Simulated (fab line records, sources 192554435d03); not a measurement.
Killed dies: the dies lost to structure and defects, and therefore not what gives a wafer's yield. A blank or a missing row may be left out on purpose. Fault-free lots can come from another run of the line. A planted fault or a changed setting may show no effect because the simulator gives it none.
Problem report, 8D (eight disciplines) form, completed by code | flow n5-finfet | the parts of the form that need people (team, actions taken, sign-off) are left out

## 1. WHAT IS WRONG
At N5_BEOL_M15_INSPECT_12, raw-defect-count averages 265.8 over 6 wafers from 2 lots, while fault-free wafers read 2.1, standard deviation 1.5. That is +99 or more standard deviations from the usual mean.
The step: inspects for defects (macro).
The first sign was on wafer L714.4 at day 17 17:03, on defect-inspect-01. Wafers with a number at this step in the record: 30, from 11 lots. By rule, "out" or "out of limits" means more than 4 standard deviations away from the usual mean. The other wafers with a number count as sound.

## 2. WHAT IT IS; WHAT IT IS NOT
question                    | is                                   | is not
which readings at this step | raw-defect-count                     | -
which lots                  | L714, L718                           | L698, L699, L701, L702, L705, L715, L716, L719, L721
which wafers of those lots  | all that have a number               | -
read on which gauges        | defect-inspect-01, defect-inspect-02 | -
when                        | from day 17 17:03                    | up to then (15 sound wafers); but 9 sound wafers of L716, L719, L721 came after

## 3. THE SUSPECTS, EACH WITH WHAT RULES IT OUT
Counting: a tool at any process step up to the reading remains a suspect when it ran all the lots that are out and ran no sound lot after the first of those.
- the gauge at N5_BEOL_M15_INSPECT_12: ruled out. The wafers that are out were read on 2 gauges (defect-inspect-01, defect-inspect-02).
- rie-diel-03 at N5_BEOL_M14_ETCH_59 (etches BARC in N2/H2, target depth 89 nm, overetch 26.7 nm, time 67.9 s): ruled out as a lasting fault. After its first lot that is out, L714 (day 17 10:41), sound lots L719 ran on it.
- pecvd-03 at N5_BEOL_M15_ILD_DEP_00 (deposits SiO2 from TEOS/O2, target thk 1629.3 nm, time 346.1 s): kept. It ran every lot that is out, first L714 (day 17 16:33), and no sound lot after that; its last sound lot up to then is L715 (day 17 08:53).
Left after counting: pecvd-03 at N5_BEOL_M15_ILD_DEP_00.

## 4. THE CAUSE (what the simulator had put in)
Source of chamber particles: pecvd-03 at N5_BEOL_M15_ILD_DEP_00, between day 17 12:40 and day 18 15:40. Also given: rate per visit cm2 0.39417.
Only this tool survived the counting.

## 5. THE CHAIN OF EFFECTS, in route order
Each row: a reading whose mean over the struck wafers that have a number lies more than 3 standard deviations from the usual. Readings are gone through only where the record gives a usual standard deviation; hours: the median, over the lots, of the time from a lot's start at the first step in this table giving one to that lot's start at this step; sigmas: the change measured in usual standard deviations.
hours | step                    | reading              | usual  | on struck wafers | change | sigmas
0     | N5_BEOL_M15_INSPECT_12  | raw-defect-count     | 2.1    | 265.8            | +263.7 | +99 or more
2     | N5_BEOL_M15_INSPECT_30  | raw-defect-count     | 2.4    | 264.8            | +262.4 | +99 or more
21    | N5_PASSIVATION_PROBE_49 | defect-limited-yield | 91.0 % | 85.8             | -5.2   | -3.5
21    | N5_PASSIVATION_PROBE_49 | killed_at_M4_up      | 13     | 78               | +65    | +13
21    | N5_PASSIVATION_PROBE_49 | killed-dies          | 106    | 168              | +62    | +3.5
21    | N5_PASSIVATION_PROBE_49 | sort_bin_5_function  | 5.2 %  | 9.3              | +4.1   | +4.3
21    | N5_PASSIVATION_PROBE_49 | sort-n-pass          | 1074   | 1012             | -62    | -3.5
21    | N5_PASSIVATION_PROBE_49 | sort-yield-pct       | 91.0 % | 85.8             | -5.2   | -3.5
It contains these process steps:
- N5_PASSIVATION_PROBE_49
Later steps that measure or inspect, where all struck wafers having a row at the step show a number for every such reading and not one has moved that far: N5_BEOL_M15_CD_MEAS_28.

## 6. WHAT WOULD HAVE CAUGHT IT SOONER
In this record the first reading out of limits at a measuring or inspecting step was taken at day 17 17:03, 4 hours after the fault began at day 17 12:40.
Tool readings at N5_BEOL_M15_ILD_DEP_00 with a usual standard deviation given in the record: none out on any struck wafer, hence no alarm at a limit of 4 standard deviations on them.
Among the 2 lots that are out, L718 began N5_BEOL_M15_ILD_DEP_00 on pecvd-03 after day 17 17:03. It would have been spared by a hold on the tool at that moment.
